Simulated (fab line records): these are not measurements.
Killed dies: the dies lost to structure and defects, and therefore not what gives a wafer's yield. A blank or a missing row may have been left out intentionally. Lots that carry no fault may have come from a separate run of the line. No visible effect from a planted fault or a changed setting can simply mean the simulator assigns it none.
Which tool was responsible? | flow n5 finfet | 10 lots, 30 wafers sampled, at 6 steps of a route of 1938

== WHAT THE GAUGES SHOWED, per wafer ==
N5_BEOL_M9_INSPECT_58: inspects for defects (darkfield). Usual: 71 for raw defect count, sd 22.
lot  | measured     | on                | raw defect count | flag
L850 | day 9 19:20  | defect inspect-01 | 65 92 64         |
L853 | day 10 13:08 | defect inspect-02 | 67 57 52         |
L855 | day 11 23:32 | defect inspect-01 | 32 38 56         |
L858 | day 12 14:43 | defect inspect-02 | 73 78 105        |
L857 | day 12 15:47 | defect inspect-02 | 114 63 56        |
L862 | day 13 07:15 | defect inspect-01 | 74 519 100       | OFF
L864 | day 13 15:49 | defect inspect-02 | 533 56 50        | OFF
L871 | day 15 21:51 | defect inspect-01 | 115 54 69        |
L872 | day 16 04:32 | defect inspect-02 | 44 59 60         |
L873 | day 16 08:03 | defect inspect-02 | 35 48 61         |

N5_BEOL_M10_INSPECT_13: inspects for defects (brightfield). Usual: 421 for raw defect count, sd 84.
lot  | measured     | on                | raw defect count | flag
L850 | day 9 21:34  | defect inspect-02 | 386 481 455      |
L853 | day 10 15:37 | defect inspect-02 | 347 359 314      |
L855 | day 12 02:03 | defect inspect-02 | 383 464 463      |
L858 | day 12 17:34 | defect inspect-02 | 534 477 599      |
L857 | day 12 17:36 | defect inspect-01 | 421 305 373      |
L862 | day 13 09:17 | defect inspect-01 | 412 784 509      |
L864 | day 13 18:20 | defect inspect-02 | 861 535 609      |
L871 | day 16 02:47 | defect inspect-02 | 505 464 455      |
L872 | day 16 06:17 | defect inspect-02 | 370 338 393      |
L873 | day 16 09:49 | defect inspect-01 | 508 353 370      |

N5_BEOL_M10_INSPECT_30: inspects for defects (brightfield). Usual: 422 for raw defect count, sd 85.
lot  | measured     | on                | raw defect count | flag
L850 | day 9 22:51  | defect inspect-02 | 390 449 451      |
L853 | day 10 17:33 | defect inspect-02 | 329 402 335      |
L855 | day 12 04:25 | defect inspect-02 | 376 445 455      |
L858 | day 12 21:24 | defect inspect-02 | 508 464 600      |
L857 | day 12 21:14 | defect inspect-01 | 393 307 379      |
L862 | day 13 12:26 | defect inspect-02 | 390 796 491      |
L864 | day 13 21:17 | defect inspect-02 | 869 503 610      |
L871 | day 16 03:52 | defect inspect-02 | 524 444 484      |
L872 | day 16 08:21 | defect inspect-01 | 383 386 356      |
L873 | day 16 11:20 | defect inspect-01 | 533 344 348      |

== EACH LOT AND THE TOOL THAT RAN IT (in order: tool; ch and the chambers of the sampled wafers; start) ==
lot  | N5_BEOL_M9_STRIP_36                | N5_BEOL_M9_SURFACE_TREAT_79  | N5_BEOL_M9_CMP_52
L850 | rie diel-02 ch 0,1,3, day 9 16:33  | pvd sputter-03, day 9 18:04  | cmp-04 ch 0,1,2, day 9 18:51
L853 | rie diel-02 ch 0,3, day 10 09:57   | pvd sputter-02, day 10 11:34 | cmp-04 ch 1,2, day 10 12:41
L855 | rie diel-02 ch 1,2,3, day 11 21:08 | pvd sputter-01, day 11 22:19 | cmp-04 ch 1,2,3, day 11 23:08
L858 | rie diel-03 ch 0,1,2, day 12 10:01 | pvd sputter-03, day 12 11:56 | cmp-02 ch 0,1,3, day 12 14:16
L857 | rie diel-02 ch 2,3, day 12 13:17   | pvd sputter-03, day 12 14:34 | cmp-04 ch 0,2,3, day 12 15:25
L862 | rie diel-05 ch 0,2, day 13 04:18   | pvd sputter-01, day 13 05:51 | cmp-04 ch 0,3, day 13 06:50
L864 | rie diel-05 ch 0,1,3, day 13 12:41 | pvd sputter-03, day 13 14:19 | cmp-04 ch 0,3, day 13 15:24
L871 | rie diel-05 ch 0,1,3, day 15 19:26 | pvd sputter-03, day 15 20:40 | cmp-04 ch 1,2,3, day 15 21:22
L872 | rie diel-03 ch 0,2,3, day 16 01:59 | pvd sputter-01, day 16 03:14 | cmp-02 ch 0,1, day 16 04:05
L873 | rie diel-02 ch 0,2,3, day 16 05:11 | pvd sputter-01, day 16 06:20 | cmp-03 ch 0,1,2, day 16 07:35
- N5_BEOL_M9_STRIP_36: strips in N2/H2.
- N5_BEOL_M9_SURFACE_TREAT_79
- N5_BEOL_M9_CMP_52: polishes, stops on SiCOH lowk, t overpolish 7 s, target thk 140 nm.

== AS READ BY THE TOOLS THEMSELVES (means over the sampled wafers that have a number; for cases with no such wafer, the mark the record gives instead) ==
N5_BEOL_M9_STRIP_36. Usual: drypump motor current A 5.8 A, standard deviation 0.53; h2 flow sccm 200.0 sccm, standard deviation 0.59; oes product au 0.81 a.u., standard deviation 0.1; rf vpp V 59.1 V, standard deviation 1.5; showerhead plenum p Torr 2.57 Torr, standard deviation 0.07; throttle valve pct 23.60 %, standard deviation 0.27.
lot  | tool        | drypump motor current A (A) | h2 flow sccm (sccm) | oes product au (a.u.) | rf vpp V (V) | showerhead plenum p Torr (Torr) | throttle valve pct (%) | flag
L850 | rie diel-02 | 5.9                         | 199.6               | 0.73                  | 60.7         | 2.61                            | 23.51                  |
L853 | rie diel-02 | 5.6                         | 199.7               | 0.68                  | 58.9         | 2.60                            | 23.37                  |
L855 | rie diel-02 | 6.1                         | 199.4               | 0.79                  | 59.3         | 2.64                            | 23.51                  |
L858 | rie diel-03 | 5.7                         | 199.8               | 0.85                  | 60.0         | 2.53                            | 23.78                  |
L857 | rie diel-02 | 6.1                         | 199.8               | 0.74                  | 60.3         | 2.65                            | 23.60                  |
L862 | rie diel-05 | 6.6                         | 200.4               | 0.73                  | 57.5         | 2.46                            | 23.59                  |
L864 | rie diel-05 | 5.9                         | 200.6               | 0.79                  | 60.1         | 2.55                            | 23.66                  |
L871 | rie diel-05 | 5.9                         | 200.0               | 0.77                  | 60.0         | 2.54                            | 23.68                  |
L872 | rie diel-03 | 5.6                         | 200.1               | 0.80                  | 61.0         | 2.56                            | 23.80                  |
L873 | rie diel-02 | 5.8                         | 200.5               | 0.90                  | 59.5         | 2.62                            | 23.24                  |

N5_BEOL_M9_CMP_52. Usual: barrier field endpoint s 28.7 s, standard deviation 0.96; motor current A 6.0 A, standard deviation 0.42; overpolish run s 6.999 s, standard deviation 0.0086; platen rpm 50.00 rpm, standard deviation 0.031; time to endpoint s 65 s, standard deviation 3.6.
lot  | tool   | barrier field endpoint s (s) | motor current A (A) | overpolish run s (s) | platen rpm (rpm) | time to endpoint s (s) | flag
L850 | cmp-04 | 29.8                         | 5.9                 | 6.997                | 50.03            | 70                     |
L853 | cmp-04 | 28.8                         | 5.9                 | 7.000                | 49.98            | 63                     |
L855 | cmp-04 | 28.3                         | 6.0                 | 7.004                | 50.01            | 64                     |
L858 | cmp-02 | 28.5                         | 6.1                 | 6.996                | 49.97            | 63                     |
L857 | cmp-04 | 28.4                         | 6.1                 | 7.000                | 50.01            | 64                     |
L862 | cmp-04 | 28.7                         | 6.3                 | 7.001                | 49.99            | 64                     |
L864 | cmp-04 | 29.8                         | 6.4                 | 6.998                | 50.01            | 68                     |
L871 | cmp-04 | 28.0                         | 5.8                 | 6.993                | 50.00            | 65                     |
L872 | cmp-02 | 29.4                         | 6.3                 | 7.012                | 50.00            | 69                     |
L873 | cmp-03 | 29.9                         | 5.5                 | 7.003                | 50.04            | 70                     |

== THE ANSWER, worked out from the rows above alone ==
Rule: a lot counts as off when the mean over its wafers that have a number is more than 3 standard deviations away from the usual mean. A lot without any number at a reading at which 4 lots or more have one is off too. Where the step has rows for the other lots, those lots are counted as sound. Order of review: gauges by route order, followed by the tools' own readings, for which a lot's mean as printed above is used. At the first step where some lot is off, the reading lying furthest off is the one used; lots without a number count as furthest.
Off: L862, L864 (N5_BEOL_M9_INSPECT_58, raw defect count).
A tool fits if, at a process step before that reading, it ran every lot that is off, and no sound lot after the first of them. Those tools and the gauges at N5_BEOL_M9_INSPECT_58 are tried in the same way. No candidate that was tried fits.

== WHAT THE SIMULATOR PUT IN ==
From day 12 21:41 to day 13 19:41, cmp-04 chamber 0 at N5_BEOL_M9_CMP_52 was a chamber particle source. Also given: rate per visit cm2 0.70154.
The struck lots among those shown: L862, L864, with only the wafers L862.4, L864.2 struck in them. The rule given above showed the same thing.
